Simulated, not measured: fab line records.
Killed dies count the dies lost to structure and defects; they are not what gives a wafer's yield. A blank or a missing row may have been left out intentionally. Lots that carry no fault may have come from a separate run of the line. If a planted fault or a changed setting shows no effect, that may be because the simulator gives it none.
What tool caused it? | flow n5-finfet | at 1 step of a route of 1938, 11 lots with 33 wafers sampled

== WHAT THE GAUGES SHOWED, per wafer ==
N5_HKMG_FIN_INSPECT_61: inspects for defects (macro).
lot  | measured    | on                | raw-defect-count
L118 | day 4 13:35 | defect-inspect-02 | 1 1 2
L119 | day 4 18:25 | defect-inspect-02 | 2 0 4
L120 | day 5 00:40 | defect-inspect-02 | 3 2 1
L123 | day 5 20:42 | defect-inspect-01 | 2 2 2
L125 | day 6 07:59 | defect-inspect-02 | 3 0 1
L129 | day 7 08:23 | defect-inspect-01 | 2 5 0
L133 | day 8 06:10 | defect-inspect-01 | 0 1 2
L134 | day 8 11:29 | defect-inspect-01 | 0 1 1
L135 | day 8 20:19 | defect-inspect-01 | 4 5 1
L136 | day 9 04:02 | defect-inspect-02 | 3 2 1
L139 | day 9 21:50 | defect-inspect-01 | 5 0 4

== EACH LOT AND THE TOOL THAT RAN IT (in order: tool; ch and the chambers of the sampled wafers; start) ==
Before these readings, the record contains no process step.

== WHAT THE TOOLS THEMSELVES READ (means of the sampled wafers that have a number; where no wafer has one, the mark that the record gives instead) ==
The record holds no such reading with a usual standard deviation.

== THE ANSWER, worked out from the rows above alone ==
Rule: the lots themselves supply what counts as usual. The widest of any qualifying gaps counts: lots, ordered by their means at a reading, are off when they make up no more than a third of the lots, leave a main group of 4 or more, and stand apart from it by 3 or more times the standard deviation of that group's means. The tables above print the reading to a certain number of digits; a main group whose means all agree to those digits is not used. Also off: a lot with no number at a reading for which 4 or more lots have one. The other lots that the step has rows for count as sound. After the gauges, taken in route order, come the tools' own readings; for these a lot's mean is taken, as printed above. The first step at which some lot is off is used, and at that step the reading that is off furthest; a lot without a number counts as furthest.
Across all readings shown, no lot is off: no conclusion can be drawn from this.

== WHAT THE SIMULATOR PUT IN ==
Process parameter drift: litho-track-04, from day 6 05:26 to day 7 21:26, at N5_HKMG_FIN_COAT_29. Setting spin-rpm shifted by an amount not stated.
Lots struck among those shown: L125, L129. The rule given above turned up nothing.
